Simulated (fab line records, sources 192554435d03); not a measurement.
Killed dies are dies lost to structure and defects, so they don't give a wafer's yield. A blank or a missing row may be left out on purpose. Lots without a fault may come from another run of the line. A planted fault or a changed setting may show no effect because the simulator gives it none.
fab line records | flow n5_finfet
record lots=23 wafers=69 last_day=18
route steps=1938 shown BEOL_M0_SAQP@677 BEOL_M0@716
lots that met no fault: from a run of the same line without faults
start_h: hours from the record's first day to the start of the lot's first wafer shown | wait_h: hours since the lot's step before | " the same as in the row above | L1.1+2: a row that stands for several wafers | - no value, or no start given | * or withheld: withheld | < > ~ a bound
route shown NAME@n: a module of which the file shows steps, and the number in the route of the first | usual: mean/standard deviation of fault-free wafers | same: alike in all rows | chamber/n: place in a boat | sites: the reading at each site | _std_site: their standard deviation | _edge_site: outer sites' mean less inner sites' | radius_mm: how far each site lies from the wafer's centre | mask NAME#n: copy n | behind: the tool/chamber that last shaped the wafer | hold: why the lot was held/for how many hours/how that ended | device: the transistor (n, p or np) that didn't switch | end of line: the same wafers' tests at the end of the route | a step without rows: its recipe alone | killed: dies lost to structure and defects at the first sort, not the wafer's yield | map: a wafer's dies, x killed, . not, _ none there
set.NAME: the setting as run; set.NAME@STEP: as run at that earlier step | model.NAME: the simulator's own value behind a step, which no gauge read
steps of the route over a sample of lots; a table a step, a row a wafer
services: from which hour (start_h, from the record's first day; less than 0 if before it) a tool's chamber was out of use, for how many hours, and why
## steps
# step N5_BEOL_M0_SAQP_SPACER2_ETCHBACK_27
# recipe chemistry=CHF3/O2 mode=anisotropic_etchback target=SiO2 target_depth_a=225 time_s=11.25 pressure_mtorr=30 source_w=650 bias_w=170 Ar_flow_sccm=200 CHF3_flow_sccm=50 O2_flow_sccm=5 ion_energy_ev=200
# usual drypump_motor_current_A=5.5/0.38 oes_product_au=0.80/0.091 rf_vpp_V=530/11 showerhead_plenum_p_Torr=2.46/0.054 throttle_valve_pct=18.77/0.24
# columns lot.wafer tool chamber start_h wait_h drypump_motor_current_A oes_product_au rf_hours_counter_h rf_vpp_V showerhead_plenum_p_Torr throttle_valve_pct
L074.1 rie_diel-01 2 114.16 0.3 4.9 0.72 208 517 2.31 19.20
L074.2 " 1 " " 6.1 0.75 157 513 2.42 19.14
L074.3 " 0 " " 6.2 0.84 72 530 2.44 18.51
L075.1 rie_diel-05 3 120.20 0.3 5.7 0.74 193 530 2.47 18.56
L075.2 " 1 " " 5.5 0.77 129 544 2.51 18.88
L075.6 " 2 " " 5.2 0.96 - 543 2.48 18.50
L077.1 rie_diel-01 1 141.19 0.3 6.0 0.74 165 516 2.42 19.15
L077.4 " 2 " " 4.9 0.71 217 516 2.30 19.23
L077.6 " 3 " " 5.1 0.98 - 549 2.54 18.58
L078.2 rie_diel-06 0 141.94 0.3 5.0 0.76 155 528 2.49 18.71
L078.4 " 3 " " 5.5 0.70 - 517 2.50 19.13
L078.5 " 0 " " 5.0 0.76 - 528 2.49 18.70
L079.3 rie_diel-05 2 142.39 0.3 5.2 0.95 13 544 2.47 18.50
L079.5 " 0 " " 6.0 0.92 - 515 2.47 18.62
L079.6 " 3 " " 5.8 0.72 - 528 2.46 18.55
L080.2 rie_diel-05 3 146.65 0.3 5.8 0.73 200 529 2.46 18.56
L080.3 " 1 " " 5.5 0.76 137 546 2.51 18.89
L080.4 " 0 " " 6.0 0.91 25 514 2.47 18.63
L081.1 rie_diel-05 1 152.70 0.3 5.5 0.77 139 544 2.50 18.87
L081.2 " 2 " " 5.2 0.95 17 543 2.47 18.53
L081.6 " 3 " " 5.8 0.73 - 529 2.46 18.56
L082.1 rie_diel-06 0 158.22 0.6 5.0 0.75 161 527 2.49 18.73
L082.3 " 2 " " 5.5 0.88 42 535 2.46 18.70
L082.4 " 3 " " 5.5 0.69 217 518 2.49 19.13
L083.1 rie_diel-06 2 166.50 0.3 5.5 0.88 46 534 2.46 18.70
L083.2 " 0 " " 5.0 0.74 164 528 2.48 18.73
L083.4 " 1 " " 5.7 0.87 40 522 2.54 18.60
L084.3 rie_diel-06 2 170.35 0.3 5.5 0.87 47 535 2.46 18.71
L084.5 " 3 " " 5.6 0.69 - 518 2.49 19.15
L084.6 " 0 " " 5.0 0.74 - 528 2.48 18.73
L086.1 rie_diel-05 3 183.18 0.3 5.7 0.71 212 530 2.46 18.57
L086.2 " 1 " " 5.5 0.76 149 544 2.50 18.91
L086.3 " 2 " " 5.2 0.91 25 543 2.47 18.54
L085.3 rie_diel-05 2 187.15 0.3 5.2 0.91 26 544 2.47 18.55
L085.4 " 1 " " 5.5 0.75 151 544 2.50 18.91
L085.5 " 1 " " 5.5 0.76 - 543 2.50 18.89
L087.2 rie_diel-05 2 192.87 0.3 5.2 0.91 28 543 2.47 18.55
L087.5 " 2 " " 5.2 0.92 - 545 2.47 18.54
L087.6 " 1 " " 5.5 0.75 - 544 2.50 18.90
L088.2 rie_diel-06 1 194.85 0.3 5.6 0.85 48 521 2.54 18.62
L088.3 " 3 " " 5.6 0.68 229 517 2.49 19.17
L088.6 " 3 " " 5.5 0.68 - 518 2.49 19.16
L089.2 rie_diel-05 1 205.96 0.3 5.5 0.75 157 544 2.50 18.92
L089.3 " 2 " " 5.2 0.90 33 542 2.47 18.56
L089.4 " 3 " " 5.8 0.71 219 528 2.46 18.61
L090.1 rie_diel-05 2 208.16 0.3 5.2 0.90 33 542 2.47 18.54
L090.3 " 0 " " 6.0 0.88 39 515 2.47 18.64
L090.4 " 1 " " 5.5 0.74 157 543 2.50 18.92
L091.3 rie_diel-06 3 214.09 0.3 5.5 0.68 234 518 2.49 19.17
L091.4 " 2 " " 5.5 0.85 - 535 2.45 18.73
L091.6 " 0 " " 5.0 0.73 - 527 2.48 18.75
L092.2 rie_diel-01 2 217.31 0.3 4.9 0.69 240 515 2.29 19.27
L092.5 " 3 " " 5.1 0.92 - 548 2.53 18.62
L092.6 " 0 " " 6.2 0.80 - 528 2.42 18.55
L093.1 rie_diel-06 1 228.04 0.3 5.6 0.84 57 522 2.54 18.65
L093.2 " 3 " " 5.6 0.68 238 518 2.49 19.16
L093.3 " 0 " " 5.0 0.73 182 528 2.48 18.78
L094.2 rie_diel-01 2 230.90 0.3 4.9 0.69 244 516 2.29 19.27
L094.4 " 3 " " 5.1 0.91 35 548 2.53 18.63
L094.6 " 2 " " 4.9 0.69 - 515 2.29 19.27
L095.3 rie_diel-01 3 237.14 0.4 5.1 0.91 37 546 2.53 18.64
L095.4 " 2 " " 4.9 0.69 247 516 2.29 19.27
L095.6 " 3 " " 5.1 0.91 - 547 2.53 18.64
L096.1 rie_diel-01 0 239.76 0.3 6.3 0.79 105 530 2.42 18.57
L096.2 " 1 " " 6.1 0.72 195 514 2.41 19.21
L096.6 " 3 " " 5.1 0.91 - 547 2.53 18.64
L097.1 rie_diel-06 2 250.34 0.3 5.5 0.84 69 535 2.45 18.74
L097.3 " 0 " " 5.0 0.72 189 528 2.48 18.76
L097.6 " 1 " " 5.6 0.84 - 521 2.53 18.66
# step N5_BEOL_M0_SAQP_DESCUM_45
# recipe chemistry=O2 time_s=7 source_power_w=50 bias_power_w=20 pressure_mtorr=20 rf_frequency_hz=2.712e+07 temp_c=40 resist=CAR-EUV o2_flow_sccm=225
# usual drypump_motor_current_A=5.5/0.37 oes_product_au=0.80/0.09 rf_vpp_V=244.1/1.2 showerhead_plenum_p_Torr=2.14/0.061 throttle_valve_pct=20.27/0.22
# columns lot.wafer tool chamber start_h wait_h drypump_motor_current_A oes_product_au rf_hours_counter_h rf_vpp_V showerhead_plenum_p_Torr throttle_valve_pct
L074.1 rie_diel-06 2 115.02 0.1 5.5 0.90 28 244.2 2.12 20.05
L074.2 " 0 " " 5.0 0.77 146 246.5 2.17 20.21
L074.3 " 1 " " 5.6 0.91 25 245.1 2.20 19.99
L075.1 rie_diel-06 3 120.84 0.0 5.5 0.71 204 244.3 2.16 20.53
L075.2 " 0 " " 5.0 0.77 148 246.1 2.17 20.23
L075.6 " 1 " " 5.6 0.90 - 244.5 2.20 20.00
L077.1 rie_diel-05 2 141.84 0.0 5.2 0.97 13 244.2 2.15 20.05
L077.4 " 1 " " 5.5 0.77 136 244.0 2.19 20.49
L077.6 " 2 " " 5.2 0.96 - 243.5 2.15 20.05
L078.2 rie_diel-05 2 142.69 0.0 5.2 0.95 13 243.4 2.15 20.06
L078.4 " 1 " " 5.5 0.76 136 245.7 2.19 20.49
L078.5 " 3 " " 5.8 0.72 - 244.0 2.16 20.13
L079.3 rie_diel-01 3 143.12 0.1 5.2 0.98 9 244.5 2.24 20.32
L079.5 " 3 " " 5.1 0.97 - 245.3 2.24 20.33
L079.6 " 2 " " 4.9 0.72 - 240.9 1.97 20.58
L080.2 rie_diel-01 1 147.47 0.2 6.0 0.74 168 244.4 2.09 20.60
L080.3 " 3 " " 5.1 0.97 10 244.2 2.24 20.32
L080.4 " 2 " " 4.9 0.72 220 241.4 1.97 20.59
L081.1 rie_diel-06 2 153.33 0.0 5.5 0.89 41 243.2 2.11 20.07
L081.2 " 1 " " 5.7 0.87 35 244.9 2.20 20.01
L081.6 " 2 " " 5.5 0.88 - 243.7 2.11 20.07
L082.1 rie_diel-01 0 158.94 0.1 6.2 0.82 86 243.4 2.12 20.15
L082.3 " 1 " " 6.0 0.74 172 242.8 2.09 20.60
L082.4 " 2 " " 4.9 0.70 224 241.5 1.97 20.58
L083.1 rie_diel-06 2 167.13 0.0 5.5 0.87 46 243.2 2.11 20.08
L083.2 " 3 " " 5.6 0.70 220 244.7 2.15 20.56
L083.4 " 1 " " 5.7 0.87 40 242.9 2.20 20.02
L084.3 rie_diel-05 3 171.75 0.8 5.8 0.71 208 243.1 2.15 20.13
L084.5 " 3 " " 5.8 0.72 - 244.3 2.15 20.16
L084.6 " 0 " " 6.0 0.89 - 244.8 2.13 20.10
L086.1 rie_diel-05 2 183.81 0.0 5.2 0.93 25 243.6 2.14 20.08
L086.2 " 3 " " 5.8 0.71 212 242.9 2.15 20.16
L086.3 " 1 " " 5.5 0.76 150 245.3 2.19 20.50
L085.3 rie_diel-01 2 187.78 0.0 4.9 0.70 233 239.9 1.96 20.61
L085.4 " 3 " " 5.1 0.94 23 245.9 2.24 20.34
L085.5 " 0 " " 6.3 0.80 - 243.9 2.12 20.14
L087.2 rie_diel-05 2 193.50 0.0 5.2 0.91 28 243.6 2.14 20.06
L087.5 " 2 " " 5.2 0.92 - 243.6 2.14 20.08
L087.6 " 3 " " 5.8 0.72 - 245.1 2.15 20.13
L088.2 rie_diel-05 2 195.48 0.0 5.2 0.92 29 243.5 2.14 20.08
L088.3 " 1 " " 5.5 0.75 153 245.1 2.19 20.50
L088.6 " 1 " " 5.5 0.74 - 244.5 2.19 20.49
L089.2 rie_diel-05 3 206.58 0.0 5.8 0.71 220 245.5 2.15 20.17
L089.3 " 1 " " 5.5 0.74 157 245.1 2.18 20.51
L089.4 " 0 " " 6.0 0.88 39 243.3 2.13 20.11
L090.1 rie_diel-06 1 208.79 0.0 5.6 0.85 52 243.9 2.19 20.05
L090.3 " 0 " " 5.0 0.73 176 245.2 2.16 20.25
L090.4 " 2 " " 5.5 0.86 58 242.6 2.11 20.09
L091.3 rie_diel-06 3 214.96 0.3 5.6 0.69 235 243.7 2.15 20.60
L091.4 " 2 " " 5.5 0.86 - 243.3 2.11 20.09
L091.6 " 0 " " 5.0 0.74 - 244.9 2.16 20.25
L092.2 rie_diel-06 1 217.94 0.0 5.7 0.86 55 245.3 2.19 20.04
L092.5 " 2 " " 5.5 0.86 - 244.1 2.11 20.11
L092.6 " 1 " " 5.6 0.85 - 247.6 2.19 20.05
L093.1 rie_diel-01 3 228.68 0.0 5.1 0.91 35 245.5 2.23 20.35
L093.2 " 0 " " 6.2 0.79 102 243.7 2.12 20.16
L093.3 " 2 " " 4.9 0.69 244 241.3 1.96 20.64
L094.2 rie_diel-06 1 231.53 0.0 5.6 0.85 57 244.3 2.19 20.05
L094.4 " 0 " " 5.0 0.73 183 243.8 2.16 20.28
L094.6 " 2 " " 5.5 0.85 - 245.4 2.11 20.11
L095.3 rie_diel-01 0 238.16 0.4 6.2 0.79 104 245.6 2.12 20.16
L095.4 " 2 " " 4.9 0.69 247 242.0 1.96 20.63
L095.6 " 3 " " 5.1 0.91 - 246.5 2.23 20.35
L096.1 rie_diel-06 2 241.07 0.7 5.5 0.84 67 245.3 2.10 20.12
L096.2 " 3 " " 5.6 0.68 242 244.6 2.14 20.59
L096.6 " 3 " " 5.6 0.69 - 244.3 2.14 20.59
L097.1 rie_diel-06 2 251.12 0.0 5.5 0.84 69 244.4 2.10 20.11
L097.3 " 3 " " 5.6 0.68 245 242.9 2.14 20.58
L097.6 " 3 " " 5.6 0.67 - 243.7 2.14 20.59
# step N5_BEOL_M0_SAQP_STRIP_75
# recipe chemistry=CF4 resist=SiARC power_w=300 bias_power_w=75 pressure_mtorr=50 cf4_flow_sccm=150 rf_frequency_hz=6e+07
# usual drypump_motor_current_A=5.5/0.4 oes_product_au=0.185/0.019 rf_vpp_V=271.9/1.3 showerhead_plenum_p_Torr=1.83/0.052 throttle_valve_pct=13.46/0.23
# columns lot.wafer tool chamber start_h wait_h drypump_motor_current_A oes_product_au rf_hours_counter_h rf_vpp_V showerhead_plenum_p_Torr throttle_valve_pct
L074.1 rie_diel-01 2 116.17 0.1 4.9 0.164 209 268.4 1.69 13.77
L074.2 " 3 " " 5.1 0.227 0 273.8 1.91 13.27
L074.3 " 1 " " 6.0 0.172 158 271.5 1.79 13.75
L075.1 rie_diel-06 3 121.75 0.1 5.5 0.170 204 272.5 1.85 13.80
L075.2 " 0 " " 5.0 0.176 148 273.1 1.86 13.47
L075.6 " 0 " " 5.0 0.173 - 272.0 1.86 13.46
L077.1 rie_diel-01 1 142.99 0.1 6.0 0.173 166 269.9 1.79 13.75
L077.4 " 0 " " 6.2 0.188 81 271.5 1.82 13.23
L077.6 " 0 " " 6.2 0.187 - 270.5 1.82 13.24
L078.2 rie_diel-05 0 144.10 0.1 6.0 0.204 24 272.7 1.84 13.27
L078.4 " 2 " " 5.2 0.221 14 271.6 1.82 13.06
L078.5 " 1 " " 5.5 0.174 - 273.3 1.85 13.54
L079.3 rie_diel-01 1 144.52 0.1 6.0 0.175 167 273.3 1.79 13.78
L079.5 " 0 " " 6.2 0.189 - 272.1 1.82 13.22
L079.6 " 1 " " 6.0 0.174 - 271.8 1.79 13.77
L080.2 rie_diel-05 1 148.61 0.1 5.5 0.181 138 272.9 1.85 13.52
L080.3 " 0 " " 6.0 0.209 25 270.3 1.84 13.28
L080.4 " 3 " " 5.8 0.165 201 272.2 1.86 13.52
L081.1 rie_diel-05 0 154.24 0.1 6.0 0.204 27 271.3 1.84 13.28
L081.2 " 3 " " 5.7 0.165 203 271.7 1.86 13.53
L081.6 " 2 " " 5.2 0.209 - 270.7 1.82 13.07
L082.1 rie_diel-05 2 159.89 0.1 5.2 0.211 19 270.6 1.82 13.07
L082.3 " 3 " " 5.7 0.163 204 272.2 1.86 13.51
L082.4 " 1 " " 5.5 0.173 141 272.1 1.85 13.55
L083.1 rie_diel-01 3 168.05 0.1 5.1 0.215 16 274.3 1.90 13.33
L083.2 " 0 " " 6.2 0.190 88 271.4 1.81 13.25
L083.4 " 1 " " 6.0 0.165 173 270.0 1.79 13.77
L084.3 rie_diel-06 0 172.68 0.1 5.0 0.171 166 271.7 1.85 13.51
L084.5 " 1 " " 5.6 0.200 - 272.6 1.91 13.36
L084.6 " 0 " " 5.0 0.170 - 272.6 1.85 13.52
L086.1 rie_diel-01 1 184.99 0.1 6.0 0.173 180 270.9 1.78 13.81
L086.2 " 0 " " 6.3 0.194 89 271.7 1.81 13.24
L086.3 " 2 " " 4.9 0.163 232 268.4 1.69 13.82
L085.3 rie_diel-06 2 190.02 0.1 5.5 0.206 53 271.6 1.82 13.31
L085.4 " 3 " " 5.6 0.160 227 272.0 1.84 13.84
L085.5 " 2 " " 5.5 0.202 - 273.9 1.82 13.33
L087.2 rie_diel-05 1 194.41 0.1 5.5 0.176 153 272.7 1.85 13.56
L087.5 " 2 " " 5.2 0.207 - 271.9 1.81 13.08
L087.6 " 3 " " 5.8 0.165 - 272.4 1.86 13.54
L088.2 rie_diel-05 3 196.39 0.1 5.8 0.163 216 272.3 1.86 13.53
L088.3 " 0 " " 5.9 0.199 36 270.8 1.84 13.29
L088.6 " 1 " " 5.5 0.166 - 272.4 1.85 13.57
L089.2 rie_diel-06 2 207.49 0.1 5.5 0.197 58 271.2 1.82 13.34
L089.3 " 3 " " 5.6 0.161 232 273.3 1.84 13.86
L089.4 " 1 " " 5.6 0.195 52 272.4 1.90 13.39
L090.1 rie_diel-01 3 209.98 0.1 5.1 0.211 28 272.5 1.90 13.35
L090.3 " 1 " " 6.0 0.172 187 270.8 1.78 13.81
L090.4 " 2 " " 4.8 0.166 238 269.8 1.68 13.82
L091.3 rie_diel-05 3 215.89 0.1 5.8 0.156 223 272.0 1.85 13.57
L091.4 " 2 " " 5.2 0.208 36 271.6 1.81 13.11
L091.6 " 1 " " 5.5 0.174 - 273.2 1.85 13.59
L092.2 rie_diel-06 3 218.85 0.1 5.5 0.164 236 272.6 1.84 13.85
L092.5 " 2 " " 5.5 0.192 - 272.0 1.82 13.34
L092.6 " 1 " " 5.6 0.198 - 273.1 1.90 13.39
L093.1 rie_diel-01 2 229.59 0.1 4.9 0.166 244 270.4 1.68 13.85
L093.2 " 0 " " 6.2 0.176 102 271.4 1.81 13.29
L093.3 " 3 " " 5.1 0.202 35 274.2 1.90 13.34
L094.2 rie_diel-05 3 232.59 0.1 5.8 0.160 228 272.8 1.85 13.57
L094.4 " 2 " " 5.1 0.206 41 269.9 1.81 13.11
L094.6 " 3 " " 5.8 0.156 - 272.2 1.85 13.56
L095.3 rie_diel-06 2 239.11 0.1 5.5 0.195 66 270.9 1.82 13.35
L095.4 " 3 " " 5.6 0.158 241 274.5 1.84 13.88
L095.6 " 1 " " 5.6 0.192 - 273.1 1.90 13.39
L096.1 rie_diel-05 0 241.98 0.1 6.0 0.202 49 271.6 1.84 13.33
L096.2 " 1 " " 5.5 0.169 168 273.2 1.84 13.59
L096.6 " 0 " " 6.0 0.202 - 273.2 1.84 13.33
L097.1 rie_diel-06 3 253.08 0.1 5.5 0.154 246 271.9 1.84 13.89
L097.3 " 0 " " 5.0 0.168 190 272.1 1.84 13.57
L097.6 " 0 " " 5.0 0.167 - 271.7 1.84 13.57
# step N5_BEOL_M0_HM_OPEN_105
# recipe chemistry=Cl2/BCl3 target_depth_a=120 target=TiN ion_energy_ev=150 pressure_mtorr=10 icp_w=1000 bias_w=126 Cl2_flow_sccm=53.25 bcl3_flow_sccm=21.75 Ar_flow_sccm=25
# usual drypump_motor_current_A=5.6/0.39 oes_product_au=0.74/0.091 throttle_valve_pct=22.09/0.16
# columns lot.wafer tool chamber start_h wait_h drypump_motor_current_A oes_product_au rf_hours_counter_h throttle_valve_pct
L074.1 rie_metal-02 0 118.77 1.7 5.1 0.81 31 22.05
L074.2 " 1 " " 5.8 0.61 124 22.25
L074.3 " 1 " " 5.8 0.61 - 22.26
L075.1 rie_metal-01 0 124.87 2.4 5.5 0.71 61 21.92
L075.2 " 1 " " 6.0 0.77 53 22.20
L075.6 " 0 " " 5.5 0.72 - 21.90
L077.1 rie_metal-01 0 148.18 4.2 5.5 0.71 64 21.91
L077.4 " 0 " " 5.5 0.71 - 21.92
L077.6 " 0 " " 5.5 0.71 - 21.93
L078.2 rie_metal-01 0 148.33 3.5 5.5 0.70 64 21.92
L078.4 " 1 " " 6.1 0.75 - 22.21
L078.5 " 1 " " 6.0 0.75 - 22.21
L080.2 rie_metal-01 1 150.50 1.3 6.0 0.75 56 22.22
L080.3 " 1 " " 6.0 0.75 - 22.21
L080.4 " 0 " " 5.5 0.71 - 21.92
L079.3 rie_metal-02 0 150.58 5.3 5.1 0.80 - 22.04
L079.5 " 1 " " 5.8 0.60 - 22.27
L079.6 " 0 " " 5.0 0.79 - 22.04
L081.1 rie_metal-01 0 155.24 0.2 5.5 0.70 65 21.94
L081.2 " 1 " " 6.0 0.74 57 22.22
L081.6 " 1 " " 6.0 0.75 - 22.21
L082.1 rie_metal-02 0 161.04 0.3 5.1 0.79 37 22.03
L082.3 " 0 " " 5.1 0.79 - 22.02
L082.4 " 1 " " 5.8 0.60 - 22.27
L083.1 rie_metal-01 1 170.58 1.8 6.0 0.74 59 22.23
L083.2 " 0 " " 5.5 0.69 67 21.94
L083.4 " 1 " " 6.1 0.74 - 22.22
L084.3 rie_metal-01 0 173.95 0.5 5.5 0.71 - 21.92
L084.5 " 1 " " 6.0 0.75 - 22.20
L084.6 " 0 " " 5.5 0.70 - 21.91
L086.1 rie_metal-02 0 187.29 1.0 5.1 0.77 40 22.08
L086.2 " 1 " " 5.8 0.59 133 22.29
L086.3 " 0 " " 5.1 0.78 - 22.06
L085.3 rie_metal-02 0 194.05 3.3 5.1 0.77 - 22.04
L085.4 " 1 " " 5.8 0.58 - 22.28
L085.5 " 1 " " 5.8 0.59 - 22.27
L088.2 rie_metal-01 0 197.11 0.1 5.5 0.70 69 21.92
L088.3 " 0 " " 5.5 0.70 - 21.93
L088.6 " 0 " " 5.5 0.70 - 21.91
L087.2 rie_metal-02 1 198.10 2.4 5.8 0.59 134 22.28
L087.5 " 1 " " 5.8 0.59 - 22.29
L087.6 " 0 " " 5.1 0.77 - 22.05
L089.2 rie_metal-02 0 209.38 0.5 5.1 0.77 - 22.05
L089.3 " 0 " " 5.0 0.77 - 22.06
L089.4 " 0 " " 5.0 0.77 - 22.08
L090.1 rie_metal-03 0 212.40 1.8 6.4 0.80 37 22.41
L090.3 " 0 " " 6.5 0.80 - 22.41
L090.4 " 1 " " 5.5 0.80 - 22.01
L092.2 rie_metal-01 1 220.16 0.6 6.0 0.73 64 22.24
L092.5 " 0 " " 5.5 0.69 - 21.94
L092.6 " 1 " " 6.0 0.74 - 22.24
L091.3 rie_metal-02 0 220.21 3.6 5.0 0.76 - 22.06
L091.4 " 1 " " 5.8 1.01 - 21.80
L091.6 " 1 " " 5.8 1.02 - 21.81
L093.1 rie_metal-01 0 233.14 2.1 5.5 0.68 73 21.95
L093.2 " 1 " " 6.0 0.73 65 22.22
L093.3 " 1 " " 6.0 0.72 - 22.23
L094.2 rie_metal-02 0 233.48 0.1 5.1 0.76 45 22.06
L094.4 " 1 " " 5.8 0.99 - 21.81
L094.6 " 0 " " 5.1 0.76 - 22.07
L095.3 rie_metal-02 0 240.25 0.4 5.1 0.76 - 22.07
L095.4 " 1 " " 5.8 0.98 - 21.81
L095.6 " 1 " " 5.7 0.99 - 21.81
L096.1 rie_metal-03 1 242.88 0.1 5.5 0.78 41 22.02
L096.2 " 0 " " 6.4 0.78 40 22.43
L096.6 " 1 " " 5.5 0.79 - 22.00
L097.1 rie_metal-01 1 257.27 3.4 6.0 0.72 67 22.23
L097.3 " 0 " " 5.5 0.68 - 21.96
L097.6 " 0 " " 5.5 0.68 - 21.93
# step N5_BEOL_M0_DEGAS_112
# recipe ambient=vacuum temp_c=250 time_s=60
# usual heater_power_w=370/50
# columns lot.wafer tool chamber start_h wait_h heater_power_w
L074.1 pvd_sputter-03 - 120.09 0.3 446
L074.2 " - " " 350
L074.3 " - " " 403
L075.1 pvd_sputter-02 - 126.13 0.4 452
L075.2 " - " " 356
L075.6 " - " " 439
L077.1 pvd_sputter-03 - 149.33 0.4 401
L077.4 " - " " 354
L077.6 " - " " 412
L078.2 pvd_sputter-03 - 149.41 0.4 452
L078.4 " - " " 349
L078.5 " - " " 358
L079.3 pvd_sputter-02 - 151.53 0.2 433
L079.5 " - " " 300
L079.6 " - " " 353
L080.2 pvd_sputter-02 - 151.69 0.3 360
L080.3 " - " " 357
L080.4 " - " " 291
L081.1 pvd_sputter-03 - 157.82 1.1 355
L081.2 " - " " 404
L081.6 " - " " 356
L082.1 pvd_sputter-03 - 162.00 0.1 354
L082.3 " - " " 407
L082.4 " - " " 366
L083.1 pvd_sputter-02 - 172.02 0.3 300
L083.2 " - " " 351
L083.4 " - " " 360
L084.3 pvd_sputter-03 - 175.25 0.3 365
L084.5 " - " " 362
L084.6 " - " " 349
L086.1 pvd_sputter-02 - 189.44 1.4 299
L086.2 " - " " 362
L086.3 " - " " 350
L085.3 pvd_sputter-02 - 197.47 1.4 357
L085.4 " - " " 447
L085.5 " - " " 354
L088.2 pvd_sputter-01 - 198.59 0.8 298
L088.3 " - " " 286
L088.6 " - " " 294
L087.2 pvd_sputter-01 - 199.73 0.7 349
L087.5 " - " " 351
L087.6 " - " " 297
L089.2 pvd_sputter-01 - 210.50 0.0 345
L089.3 " - " " 384
L089.4 " - " " 297
L090.1 pvd_sputter-02 - 213.80 0.2 361
L090.3 " - " " 440
L090.4 " - " " 365
L092.2 pvd_sputter-01 - 221.45 0.2 352
L092.5 " - " " 289
L092.6 " - " " 301
L091.3 pvd_sputter-03 - 221.66 0.3 407
L091.4 " - " " 353
L091.6 " - " " 359
L093.1 pvd_sputter-02 - 234.30 0.3 348
L093.2 " - " " 299
L093.3 " - " " 363
L094.2 pvd_sputter-03 - 234.72 0.4 403
L094.4 " - " " 461
L094.6 " - " " 464
L095.3 pvd_sputter-02 - 241.53 0.4 447
L095.4 " - " " 296
L095.6 " - " " 447
L096.1 pvd_sputter-02 - 243.89 0.3 358
L096.2 " - " " 363
L096.6 " - " " 442
L097.1 pvd_sputter-03 - 258.65 0.1 401
L097.3 " - " " 360
L097.6 " - " " 350
# step N5_BEOL_M0_ALD_136
# recipe material=TaN target_thk_a=* temp_c=275 ald_precursor_family=PDMAT ald_co_reactant=NH3 pressure_torr=3 carrier_flow_sccm=1500 pulse_time_s=2 purge_time_s=3 co_reactant_purge_time_s=2 co_reactant_pulse_time_s=3 ald_cycles=30 precursor_vessel_temp_c=75 precursor_vessel_pressure_torr=26.25 precursor_vessel_carrier_sccm=1000
# usual heater_power_w=398/16 precursor_vessel_carrier_sccm=1000.5/2.9
# same co_reactant_purge_time_s=2
# columns lot.wafer tool chamber start_h wait_h heater_power_w precursor_vessel_carrier_sccm
L074.1 ald_metal-01 2 120.29 0.1 390 1000.6
L074.2 " 3 " " 397 1000.5
L074.3 " 0 " " 402 1001.3
L075.1 ald_metal-03 2 126.23 0.0 406 999.3
L075.2 " 1 " " 387 1000.2
L075.6 " 3 " " 369 1004.4
L077.1 ald_metal-04 2 149.43 0.0 393 999.3
L077.4 " 0 " " 409 997.3
L077.6 " 2 " " 389 1005.6
L078.2 ald_metal-01 0 149.57 0.1 410 1004.8
L078.4 " 1 " " 403 999.1
L078.5 " 2 " " 385 999.6
L079.3 ald_metal-04 3 151.63 0.0 436 1003.0
L079.5 " 0 " " 407 1000.6
L079.6 " 1 " " 375 1003.3
L080.2 ald_metal-01 3 151.80 0.1 420 1002.1
L080.3 " 1 " " 399 996.6
L080.4 " 2 " " 400 1000.1
L081.1 ald_metal-04 1 157.94 0.1 371 1004.2
L081.2 " 3 " " 429 996.2
L081.6 " 0 " " 418 999.8
L082.1 ald_metal-01 0 162.16 0.1 406 1008.5
L082.3 " 1 " " 398 1002.4
L082.4 " 2 " " 388 995.0
L083.1 ald_metal-01 0 172.12 0.0 412 999.4
L083.2 " 2 " " 392 998.9
L083.4 " 3 " " 406 1001.5
L084.3 ald_metal-03 2 175.43 0.1 408 998.9
L084.5 " 1 " " 385 1001.8
L084.6 " 0 " " 412 1000.5
L086.1 ald_metal-03 2 189.54 0.0 413 1000.7
L086.2 " 3 " " 383 999.8
L086.3 " 0 " " 405 999.5
L085.3 ald_metal-01 2 197.57 0.0 397 1001.1
L085.4 " 1 " " 397 1003.0
L085.5 " 2 " " 393 1003.6
L088.2 ald_metal-04 1 198.69 0.0 369 996.4
L088.3 " 2 " " 400 1001.8
L088.6 " 3 " " 435 1003.5
L087.2 ald_metal-04 0 199.83 0.0 416 997.5
L087.5 " 2 " " 400 1002.1
L087.6 " 3 " " 424 999.9
L089.2 ald_metal-04 1 210.60 0.0 368 1002.3
L089.3 " 0 " " 415 998.9
L089.4 " 3 " " 436 994.9
L090.1 ald_metal-03 3 213.93 0.1 380 998.3
L090.3 " 1 " " 389 1001.0
L090.4 " 0 " " 411 1004.0
L092.2 ald_metal-03 0 221.55 0.0 408 1002.4
L092.5 " 0 " " 393 1001.0
L092.6 " 3 " " 377 999.4
L091.3 ald_metal-04 1 221.82 0.1 372 999.2
L091.4 " 3 " " 434 999.4
L091.6 " 3 " " 436 998.1
L093.1 ald_metal-03 1 234.43 0.1 390 999.9
L093.2 " 3 " " 369 997.0
L093.3 " 2 " " 400 999.8
L094.2 ald_metal-01 2 234.88 0.1 381 1003.7
L094.4 " 3 " " 400 1001.3
L094.6 " 3 " " 403 997.8
L095.3 ald_metal-03 2 241.83 0.2 412 1002.9
L095.4 " 1 " " 380 1001.0
L095.6 " 2 " " 413 1004.0
L096.1 ald_metal-01 2 244.11 0.2 387 996.1
L096.2 " 1 " " 410 991.3
L096.6 " 2 " " 393 999.4
L097.1 ald_metal-03 0 258.83 0.1 408 998.2
L097.3 " 2 " " 396 998.6
L097.6 " 0 " " 403 1001.3
## services
# columns tool chamber start_h hours kind
ald_metal-03 - 90.23 14.6 pm
pvd_sputter-02 - 97.23 5.7 repair
rie_diel-01 3 99.51 - clean
rie_diel-01 3 99.51 - consumable_replace:focus_ring
rie_diel-01 3 99.51 - consumable_replace:showerhead
rie_diel-01 3 99.51 16.1 scheduled_down
rie_diel-01 3 99.51 16.1 vent_cycle
ald_metal-04 - 102.10 2.0 repair
ald_metal-01 - 103.03 2.3 repair
rie_diel-05 - 114.50 1.7 repair
rie_metal-02 1 133.00 1.7 repair
rie_diel-06 1 137.19 5.7 repair
rie_metal-03 - 145.69 28.1 pm
ald_metal-03 - 168.27 0.3 repair
rie_diel-01 0 168.31 12.2 repair
rie_diel-05 0 174.08 11.0 repair
rie_diel-05 2 176.32 5.8 repair
ald_metal-03 2 180.93 5.6 repair
rie_diel-06 2 202.14 2.7 repair
rie_diel-06 1 212.35 3.7 repair
rie_metal-03 0 218.17 6.3 repair
rie_diel-06 - 223.62 2.8 pm
pvd_sputter-02 - 227.10 2.2 repair
rie_diel-01 2 246.10 - clean
## key
fault none
